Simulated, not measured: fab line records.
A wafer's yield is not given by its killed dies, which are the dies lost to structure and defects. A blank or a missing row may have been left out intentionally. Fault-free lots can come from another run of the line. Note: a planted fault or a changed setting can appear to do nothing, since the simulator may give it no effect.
A struck lot beside a sound one + flow n5-finfet + 36 steps out of a route of 1938
Sound: wafers L343.4, L343.5, L343.6. Wafers L328.1, L328.3, L328.4 were the ones struck. The cause comes at the end.
For every step that has rows: the tool of each side, followed by ch and its chambers, followed by its first start. Under that, the readings that differ: sound wafers + struck wafers + difference of the means + sigmas: that difference in standard deviations of wafers without a fault.
alike: readings with means less than 2 such deviations apart, plus words and numbers identical on both sides. not compared: withheld readings, readings lacking a value on some wafer, bounds such as >300 that could conceal the same value, and numbers that have no deviation in the record and whose values overlap.
A row with sigmas, a row that says differs or no value, or rows on one side alone: a step with any of these is where the two part. Numbers that have no deviation but don't overlap get no sigmas and don't part them. Lack of a reading on every wafer of one side parts them only where that side has two or more wafers.

first, 9 steps without rows for these wafers: N5_BEOL_M4_ANNEAL_95 (time 240 s); N5_BEOL_M4_SPUTTER_96 (material Cu, target thk 4.5 nm, time 8.29 s); N5_BEOL_M4_ECD_50 (material Cu, target thk 300 nm); N5_BEOL_M4_ANNEAL_51 (time 90 s); N5_BEOL_M4_CMP_52 (polishes, stops on SiOC, t overpolish 6.8 s, target thk 40 nm); N5_BEOL_M4_PRE_CLEAN_60 (time 15 s); N5_BEOL_M4_CO_CAP_55 (material Co, precursor CCTBA/H2, target thk 2 nm, time 102.1 s); N5_BEOL_M4_PRE_CLEAN_56 (time 15 s); N5_BEOL_M4_DEP_57 (deposits SiCN from 3MS/NH3, target thk 8 nm, time 14 s).
N5_BEOL_M4_RC_MEAS_101:
  sound on prober-02 ch 0, day 12 22:37; struck on prober-02 ch 0, day 8 13:29
  alike: DIBL_N, DIBL_P, IOFF_N, IOFF_P, ION_N, ION_P, SS_N, SS_P, VT_N, VT_P
then, 24 steps without rows for these wafers: N5_BEOL_M5_ILD_DEP_00 (deposits SiCOH lowk from DEMS/porogen, target thk 140.64 nm, time 25.9 s); N5_BEOL_M5_CURE_79 (cures SiCOH lowk, time 240 s); N5_BEOL_M5_PECVD_70 (deposits SiO2 from TEOS/O2, target thk 16 nm, time 18 s); N5_BEOL_M5_HM_DEP_02 (deposits TiN, target thk 20 nm); N5_BEOL_M5_COAT_59 (time 60 s, resist thk 60 nm); N5_BEOL_M5_COAT_60 (time 60 s, resist thk 12 nm); N5_BEOL_M5_COAT_71 (time 60 s, resist thk 5 nm); N5_BEOL_M5_COAT_05 (resist thk 30 nm); N5_BEOL_M5_EBR_07; N5_BEOL_M5_SOFTBAKE_06 (time 60 s); N5_BEOL_M5_EXPOSE_08 (exposes mask M5, target cd 28 nm); N5_BEOL_M5_PEB_09 (peb time 60 s); N5_BEOL_M5_DEVELOP_10 (develop time 30 s); N5_BEOL_M5_DESCUM_16 (chemistry O2, time 7 s); N5_BEOL_M5_ETCH_72 (etches underlayer in N2/H2, target depth 6.5 nm, time 5.2 s); N5_BEOL_M5_ETCH_61 (etches SiARC in CF4, target depth 15.6 nm, time 26 s); N5_BEOL_M5_ETCH_62 (etches SOC in N2/H2, target depth 75 nm, overetch 15 nm, time 112.5 s); N5_BEOL_M5_STRIP_63 (strips in N2/H2); N5_BEOL_M5_STRIP_73 (strips in N2/H2); N5_BEOL_M5_STRIP_64 (strips in CF4); N5_BEOL_M5_HM_OPEN_17 (chemistry Cl2/BCl3, target TiN, target depth 20 nm, overetch 6 nm); N5_BEOL_M5_STRIP_19 (strips in O2); N5_BEOL_M5_COAT_65 (time 60 s, resist thk 60 nm); N5_BEOL_M5_COAT_66 (time 60 s, resist thk 12 nm).
-- a jump in the record: the struck wafers' starts before and after are 4 days apart (it breaks off in module BEOL_M5 and resumes in module MIM_BOT, where the first step shown is number 1833 of the route) --
N5_MIM_BOT_SPUTTER_00: material TiN, target thk 35 nm, time 89.7 s.
  struck on pvd-sputter-01, day 12 12:04; sound on pvd-sputter-03, day 16 23:12
  no value came back on the struck wafers for cathode-dc-power-W (W), chamber-pressure-pa (Pa), substrate-temp-c (C), throttle-valve-pct (%); on the sound wafers cathode-dc-power-W (W) reads 3000.0 2999.7 2999.8
N5_PASSIVATION_PROBE_49:
  struck on prober-02, day 13 00:25; sound on prober-01, day 17 12:00
| reading                  | sound          | struck         | difference | sigmas      |
|--------------------------|----------------|----------------|------------|-------------|
| defect-limited-yield (%) | 92.5 91.5 92.8 | 54.1 55.2 54.5 | -37.7      | -29         |
| killed_at_M4_up          | 8 8 7          | 27 16 23       | +14        | +3          |
| killed-at-other          | 5 8 8          | 432 437 448    | +432       | +99 or more |
| killed-dies              | 89 100 85      | 542 529 537    | +445       | +30         |
| killed-on-rim            | 16 10 13       | 20 28 136      | +48        | +12         |
| sort_bin_5_function (%)  | 4.5 5.1 3.9    | 42.1 41.1 42.4 | +37.4      | +46         |
| sort-n-pass              | 1091 1080 1095 | 638 651 643    | -445       | -30         |
| sort-yield-pct (%)       | 92.5 91.5 92.8 | 54.1 55.2 54.5 | -37.7      | -29         |
  alike: killed_at_M0_to_M3, killed-at-contacts, killed-at-front-end, killed-open, killed-short, sort_bin_6_memory

## WHERE THEY PART
At N5_MIM_BOT_SPUTTER_00 first; at N5_PASSIVATION_PROBE_49 last (within this record only).

WHY: the cause the simulator had injected
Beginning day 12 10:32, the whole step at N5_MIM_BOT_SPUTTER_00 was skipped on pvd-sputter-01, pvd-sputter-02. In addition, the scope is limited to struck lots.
